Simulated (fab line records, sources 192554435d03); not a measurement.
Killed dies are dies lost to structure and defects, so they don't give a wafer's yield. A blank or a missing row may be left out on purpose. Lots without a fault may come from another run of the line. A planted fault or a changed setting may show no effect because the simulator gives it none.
Chamber matching | flow n5_finfet | N5_DUMMY_GATE_ETCH_29 on rie_diel-01: 4 sister chambers
The step etches underlayer in N2/H2, target depth 13 nm. 4 wafers are shown with their chamber, then 12 later ones without.

WAFERS WITH THEIR CHAMBER
wafer  | chamber | showerhead_plenum_p_Torr (Torr)
L085.6 | 2       | 2.61
L088.1 | 0       | 2.44
L088.4 | 3       | 2.58
L088.5 | 1       | 2.61

WAFERS WITHOUT THEIR CHAMBER
wafer  | showerhead_plenum_p_Torr (Torr)
L089.1 | 2.61
L089.3 | 2.44
L089.4 | 2.61
L090.3 | 2.61
L090.5 | 2.61
L090.6 | 2.61
L096.1 | 2.60
L096.4 | 2.57
L096.6 | 2.60
L097.1 | 2.43
L097.2 | 2.61
L097.3 | 2.57

WHICH CHAMBER EACH WENT THROUGH
wafer  | from the rows above          | in truth
L089.1 | can't be placed: 1 or 2      | 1
L089.3 | 0                            | 0
L089.4 | can't be placed: 1 or 2      | 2
L090.3 | can't be placed: 1 or 2      | 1
L090.5 | can't be placed: 1 or 2      | 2
L090.6 | can't be placed: 1 or 2      | 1
L096.1 | can't be placed: 1 or 2 or 3 | 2
L096.4 | 3                            | 3
L096.6 | can't be placed: 1 or 2 or 3 | 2
L097.1 | 0                            | 0
L097.2 | can't be placed: 1 or 2      | 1
L097.3 | 3                            | 3
Placed correctly: 4 of 12. Can't be placed from these rows: 8 (the true chamber is among the candidates in 8). Placed wrongly: 0.
How it was worked out, from the rows above alone: a wafer's distance from a chamber is the root of the sum, over the readings, of the square of ((its reading less the chamber's mean) divided by the reading's scatter). The wafer belongs to the nearest chamber; if the next one is less than 2 further off, it can't be placed. A chamber's mean is the mean of its shown wafers. The scatter: with one shown wafer a chamber, the root of the mean of the squares of how far each hidden wafer lies from its nearest shown one.
